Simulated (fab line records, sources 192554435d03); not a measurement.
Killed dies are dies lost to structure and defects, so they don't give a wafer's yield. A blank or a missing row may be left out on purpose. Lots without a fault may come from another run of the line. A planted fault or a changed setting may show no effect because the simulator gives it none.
fab line records | flow n5_finfet
record lots=11 wafers=33 last_day=17
route steps=1938 shown BEOL_M11@1601 BEOL_M12@1618
lots that met no fault: from a run of the same line without faults
start_h: hours from the record's first day to the start of the lot's first wafer shown | wait_h: hours since the lot's step before | " the same as in the row above | L1.1+2: a row that stands for several wafers | - no value, or no start given | * or withheld: withheld | < > ~ a bound
route shown NAME@n: a module of which the file shows steps, and the number in the route of the first | usual: mean/standard deviation of fault-free wafers | same: alike in all rows | chamber/n: place in a boat | sites: the reading at each site | _std_site: their standard deviation | _edge_site: outer sites' mean less inner sites' | radius_mm: how far each site lies from the wafer's centre | mask NAME#n: copy n | behind: the tool/chamber that last shaped the wafer | hold: why the lot was held/for how many hours/how that ended | device: the transistor (n, p or np) that didn't switch | end of line: the same wafers' tests at the end of the route | a step without rows: its recipe alone | killed: dies lost to structure and defects at the first sort, not the wafer's yield | map: a wafer's dies, x killed, . not, _ none there
set.NAME: the setting as run; set.NAME@STEP: as run at that earlier step | model.NAME: the simulator's own value behind a step, which no gauge read
steps of the route over a sample of lots; a table a step, a row a wafer
services: from which hour (start_h, from the record's first day; less than 0 if before it) a tool's chamber was out of use, for how many hours, and why
## steps
# step N5_BEOL_M11_INSPECT_58
# recipe inspect_instrument=darkfield mode=post_dep
# usual raw_defect_count=74/24
# columns lot.wafer tool chamber start_h wait_h raw_defect_count
L342.1 defect_inspect-02 - 229.13 0.0 78
L342.2 " - " " 64
L342.5 " - " " 107
L343.1 defect_inspect-01 - 238.50 0.0 51
L343.2 " - " " 79
L343.3 " - " " 59
L344.3 defect_inspect-02 - 248.26 0.0 77
L344.4 " - " " 46
L344.6 " - " " 73
L346.4 defect_inspect-02 - 270.55 0.0 91
L346.5 " - " " 66
L346.6 " - " " 66
L349.3 defect_inspect-02 - 273.90 0.0 80
L349.5 " - " " 76
L349.6 " - " " 34
L350.1 defect_inspect-01 - 284.01 0.0 107
L350.3 " - " " 124
L350.5 " - " " 57
L358.1 defect_inspect-02 - 327.50 0.0 43
L358.2 " - " " 77
L358.6 " - " " 81
L360.3 defect_inspect-01 - 345.98 0.0 63
L360.4 " - " " 48
L360.6 " - " " 51
L362.1 defect_inspect-02 - 358.96 0.0 84
L362.5 " - " " 73
L362.6 " - " " 80
L363.2 defect_inspect-02 - 369.98 0.0 110
L363.5 " - " " 119
L363.6 " - " " 133
L364.1 defect_inspect-01 - 370.41 0.0 62
L364.2 " - " " 85
L364.3 " - " " 70
# step N5_BEOL_M12_STRIP_63
# recipe chemistry=N2/H2 power_w=1000 temp_c=250 h2_frac=0.65 overash_fraction=0.3 pressure_mtorr=1000 n2_flow_sccm=1750 h2_flow_sccm=3250
# usual chamber_pressure_mTorr=1000.0/0.91 drypump_motor_current_A=5.8/0.42 heater_power_w=340/37 oes_product_au=0.693/0.0047 strip_time_to_endpoint_s=42.8/0.86
# columns lot.wafer tool chamber start_h wait_h chamber_pressure_mTorr drypump_motor_current_A heater_power_w oes_product_au rf_hours_counter_h strip_time_to_endpoint_s
L342.1 plasma_asher-01 1 230.00 - 1000.3 5.6 383 0.703 112 44.3
L342.2 " 0 " " 998.0 6.3 330 0.695 112 44.3
L342.5 " 0 " " 999.9 6.3 323 0.692 - 42.9
L343.1 plasma_asher-02 1 239.73 - 1001.5 5.3 281 0.690 67 42.8
L343.2 " 0 " " 999.9 5.4 344 0.692 67 44.2
L343.3 " 0 " " 999.6 5.4 323 0.696 - 43.3
L344.3 plasma_asher-02 0 249.30 - 1001.1 5.4 339 0.692 - 42.1
L344.4 " 1 " " 1000.7 5.2 293 0.689 - 43.1
L344.6 " 1 " " 999.7 5.2 294 0.695 - 42.9
L346.4 plasma_asher-01 1 271.41 - - - - - - -
L346.5 " 0 " " - - - - - -
L346.6 " 1 " " - - - - - -
L349.3 plasma_asher-01 0 274.77 - - - - - - -
L349.5 " 0 " " - - - - - -
L349.6 " 1 " " - - - - - -
L350.1 plasma_asher-01 0 284.97 - 1000.0 6.3 318 0.691 123 42.5
L350.3 " 1 " " 999.0 5.6 394 0.691 - 43.3
L350.5 " 1 " " 1000.7 5.6 389 0.687 - 41.1
L358.1 plasma_asher-01 0 328.48 - 999.1 6.3 325 0.693 131 43.3
L358.2 " 1 " " 998.9 5.6 394 0.702 131 43.1
L358.6 " 0 " " 999.8 6.3 319 0.684 - 41.2
L360.3 plasma_asher-02 1 347.05 - 999.9 5.3 291 0.697 - 43.7
L360.4 " 0 " " 1001.2 5.4 340 0.690 - 43.2
L360.6 " 1 " " 1000.7 5.3 286 0.689 - 42.9
L362.1 plasma_asher-01 0 359.88 - 999.1 6.3 311 0.691 139 44.5
L362.5 " 1 " " 998.8 5.6 376 0.694 - 42.9
L362.6 " 0 " " 1000.7 6.3 322 0.695 - 43.6
L363.2 plasma_asher-01 0 370.84 - 999.4 6.3 328 0.695 141 43.7
L363.5 " 1 " " 999.6 5.6 391 0.701 - 42.4
L363.6 " 0 " " 1000.1 6.4 320 0.703 - 41.9
L364.1 plasma_asher-02 1 371.25 - 999.1 5.2 289 0.696 93 42.8
L364.2 " 0 " " 999.2 5.5 335 0.698 93 42.6
L364.3 " 0 " " 1000.8 5.5 335 0.699 - 43.8
# step N5_BEOL_M12_STRIP_64
# recipe chemistry=N2/H2 power_w=1000 temp_c=250 h2_frac=0.65 overash_fraction=0.3 pressure_mtorr=withheld n2_flow_sccm=1750 h2_flow_sccm=3250
# usual drypump_motor_current_A=5.8/0.41 h2_flow_sccm=3251/9.4 heater_power_w=340/37 oes_product_au=0.715/0.0045 strip_time_to_endpoint_s=31.32/0.076
# columns lot.wafer tool chamber start_h wait_h drypump_motor_current_A h2_flow_sccm heater_power_w oes_product_au rf_hours_counter_h strip_time_to_endpoint_s
L342.1 plasma_asher-01 1 230.06 0.0 5.6 3233 389 0.721 112 31.33
L342.2 " 0 " " 6.3 3254 314 0.710 112 31.38
L342.5 " 0 " " 6.3 3253 322 0.719 - 31.40
L343.1 plasma_asher-02 1 239.79 0.0 5.2 3261 295 0.713 67 31.33
L343.2 " 0 " " 5.4 3247 345 0.715 67 31.29
L343.3 " 0 " " 5.4 3256 336 0.716 - 31.31
L344.3 plasma_asher-02 0 249.36 0.0 5.4 3264 338 0.709 - 31.25
L344.4 " 1 " " 5.2 3271 285 0.715 - 31.21
L344.6 " 1 " " 5.2 3249 289 0.714 - 31.19
L346.4 plasma_asher-01 1 271.47 0.0 5.6 3249 380 0.794 - 65.50
L346.5 " 0 " " 6.3 3240 314 0.812 - 65.53
L346.6 " 1 " " 5.6 3246 386 0.805 - 64.69
L349.3 plasma_asher-01 0 274.83 0.0 6.3 3271 325 0.813 - 65.88
L349.5 " 0 " " 6.3 3261 315 0.804 - 65.15
L349.6 " 1 " " 5.6 3242 383 0.803 - 64.50
L350.1 plasma_asher-01 0 285.03 0.0 6.3 3250 317 0.712 124 31.35
L350.3 " 1 " " 5.6 3232 378 0.720 - 31.33
L350.5 " 1 " " 5.6 3234 398 0.713 - 31.30
L358.1 plasma_asher-01 0 328.54 0.0 6.3 3253 331 0.715 131 31.26
L358.2 " 1 " " 5.6 3250 392 0.713 131 31.27
L358.6 " 0 " " 6.3 3253 328 0.714 - 31.39
L360.3 plasma_asher-02 1 347.11 0.0 5.2 3270 287 0.721 - 31.31
L360.4 " 0 " " 5.5 3252 344 0.714 - 31.24
L360.6 " 1 " " 5.2 3232 290 0.713 - 31.33
L362.1 plasma_asher-01 0 359.94 0.0 6.3 3243 332 0.710 139 31.24
L362.5 " 1 " " 5.6 3234 384 0.711 - 31.36
L362.6 " 0 " " 6.3 3265 317 0.710 - 31.46
L363.2 plasma_asher-01 0 370.90 0.0 6.3 3262 310 0.722 142 31.32
L363.5 " 1 " " 5.6 3237 394 0.721 - 31.34
L363.6 " 0 " " 6.3 3244 322 0.710 - 31.33
L364.1 plasma_asher-02 1 371.31 0.0 5.2 3240 290 0.717 93 31.30
L364.2 " 0 " " 5.4 3258 341 0.717 93 31.37
L364.3 " 0 " " 5.4 3254 343 0.715 - 31.39
# step N5_BEOL_M12_CD_MEAS_17
# recipe target_cd_nm=140 polarity=opening
# usual cd_nm=140.2/1.4
# columns lot.wafer tool chamber start_h wait_h cd_nm
L342.1 cd_sem-03 - 230.21 0.0 140.7
L342.2 " - " " 139.9
L342.5 " - " " 141.6
L343.1 cd_sem-01 - 239.97 0.0 138.8
L343.2 " - " " 137.5
L343.3 " - " " 137.3
L344.3 cd_sem-01 - 249.49 0.0 139.7
L344.4 " - " " 140.3
L344.6 " - " " 140.2
L346.4 cd_sem-02 - 271.60 0.0 138.7
L346.5 " - " " 139.2
L346.6 " - " " 141.0
L349.3 cd_sem-01 - 274.96 0.0 139.1
L349.5 " - " " 141.8
L349.6 " - " " 141.3
L350.1 cd_sem-03 - 285.18 0.0 141.6
L350.3 " - " " 140.7
L350.5 " - " " 142.7
L358.1 cd_sem-02 - 328.69 0.0 139.5
L358.2 " - " " 140.4
L358.6 " - " " 140.2
L360.3 cd_sem-02 - 347.24 0.0 141.7
L360.4 " - " " 140.2
L360.6 " - " " 143.5
L362.1 cd_sem-02 - 360.09 0.0 139.5
L362.5 " - " " 141.8
L362.6 " - " " 139.3
L363.2 cd_sem-03 - 371.05 0.0 138.7
L363.5 " - " " 143.6
L363.6 " - " " 142.1
L364.1 cd_sem-01 - 371.46 0.0 139.3
L364.2 " - " " 138.8
L364.3 " - " " 138.3
# step N5_BEOL_M12_OVL_MEAS_29
# recipe points_per_wafer=44
# usual M12_OVL=-1/5.8
# columns lot.wafer tool chamber start_h wait_h M12_OVL[nm]
L342.1 overlay-02 0 230.57 0.0 0
L342.2 " 0 " " -8
L342.5 " 0 " " -7
L343.1 overlay-02 0 240.33 0.0 -1
L343.2 " 0 " " 2
L343.3 " 0 " " -10
L344.3 overlay-02 0 249.97 0.0 -4
L344.4 " 0 " " -6
L344.6 " 0 " " -1
L346.4 overlay-02 0 272.08 0.0 9
L346.5 " 0 " " -5
L346.6 " 0 " " 8
L349.3 overlay-02 0 275.31 0.0 5
L349.5 " 0 " " 2
L349.6 " 0 " " 5
L350.1 overlay-02 0 285.66 0.0 -8
L350.3 " 0 " " -10
L350.5 " 0 " " -8
L358.1 overlay-01 0 329.17 0.0 -4
L358.2 " 0 " " 8
L358.6 " 0 " " 4
L360.3 overlay-02 0 347.59 0.0 0
L360.4 " 0 " " -1
L360.6 " 0 " " -6
L362.1 overlay-02 0 360.57 0.0 5
L362.5 " 0 " " 6
L362.6 " 0 " " 3
L363.2 overlay-02 0 371.53 0.0 1
L363.5 " 0 " " 1
L363.6 " 0 " " -3
L364.1 overlay-02 0 371.94 0.0 -6
L364.2 " 0 " " 4
L364.3 " 0 " " 2
## services
# columns tool chamber start_h hours kind
plasma_asher-01 - 312.49 4.4 repair
plasma_asher-02 - 324.69 9.6 repair
## key
first_sign step=N5_BEOL_M12_STRIP_63 reading=tool_record direction=missing
effect step=N5_BEOL_M12_STRIP_64 reading=strip_time_to_endpoint_s direction=up sigmas=99+ usual=* struck=*
met_at N5_BEOL_M12_STRIP_63
struck_lots L346,L349
not_acting_at N5_BEOL_M11_INSPECT_58,N5_BEOL_M12_CD_MEAS_17,N5_BEOL_M12_OVL_MEAS_29
onset_between 230.00 271.41
fault kind=skipped_step_whole tool=plasma_asher-01 chamber=- onset_h=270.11 steps=N5_BEOL_M12_STRIP_63 scope=struck_lots_only
